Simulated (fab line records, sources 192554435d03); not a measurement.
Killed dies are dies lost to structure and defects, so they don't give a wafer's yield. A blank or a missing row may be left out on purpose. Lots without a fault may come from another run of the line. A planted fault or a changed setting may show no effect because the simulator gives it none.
One fault seen from 2 desks | flow n5_finfet | each desk has only its own numbers; what lay behind them comes last

THE METROLOGY DESK
What the gauges read, lot by lot, whatever tool the lot ran on: means of the sampled wafers that have a number. A lot is out of limits, marked OUT, if its mean lies more than 4 standard deviations from the usual mean; the brackets give that distance. Of its 10 readings 7 are shown: those that lie furthest out on some lot.
Columns: A = DIBL_N at N5_BEOL_M4_RC_MEAS_101, usual 36.4 mV/V; B = DIBL_P at N5_BEOL_M4_RC_MEAS_101, usual 36 mV/V; C = IOFF_N at N5_BEOL_M4_RC_MEAS_101, usual 0.16 nA/um; D = IOFF_P at N5_BEOL_M4_RC_MEAS_101, usual 0.21 nA/um; E = ION_P at N5_BEOL_M4_RC_MEAS_101, usual 464 uA/um; F = SS_N at N5_BEOL_M4_RC_MEAS_101, usual 71.5 mV/dec; G = VT_P at N5_BEOL_M4_RC_MEAS_101, usual -251 mV
lot  | first seen here | A    | B  | C    | D    | E   | F    | G
L956 | day 10 00:46    | 37.3 | 37 | 0.17 | 0.19 | 464 | 72.2 | -252
L965 | day 11 17:24    | 36.2 | 36 | 0.17 | 0.20 | 454 | 72.0 | -254
L966 | day 12 11:37    | 38.3 | 39 | 0.21 | 0.24 | 461 | 72.0 | -249
L969 | day 12 22:35    | 36.8 | 38 | 0.15 | 0.17 | 454 | 72.0 | -256
This desk's finding: nothing out of limits on any of the 4 lots.

THE TOOL OWNER'S DESK: ald_metal-01
The tool's own readings at N5_BEOL_M8_ALD_77 (deposits TaN, target thk 2 nm, pulse time 2 s, purge time 3 s): means of the sampled wafers that have a number, for each lot that ran on this tool. A lot is out of limits, marked OUT, if its mean lies more than 4 standard deviations from the usual mean; the brackets give that distance.
Columns: A = heater_power_outer_w at N5_BEOL_M8_ALD_77, usual 233 W; B = heater_power_w at N5_BEOL_M8_ALD_77, usual 427 W
lot  | first seen here | A   | B
L956 | day 11 15:22    | 247 | 454
L965 | day 13 05:22    | 237 | 440
L966 | day 13 22:34    | 252 | 436
This desk's finding: nothing out of limits on any of the 3 lots.

PUT TOGETHER
The metrology desk saw nothing out of limits.
The tool owner's desk saw nothing out of limits.

WHAT THE SIMULATOR HAD PUT IN
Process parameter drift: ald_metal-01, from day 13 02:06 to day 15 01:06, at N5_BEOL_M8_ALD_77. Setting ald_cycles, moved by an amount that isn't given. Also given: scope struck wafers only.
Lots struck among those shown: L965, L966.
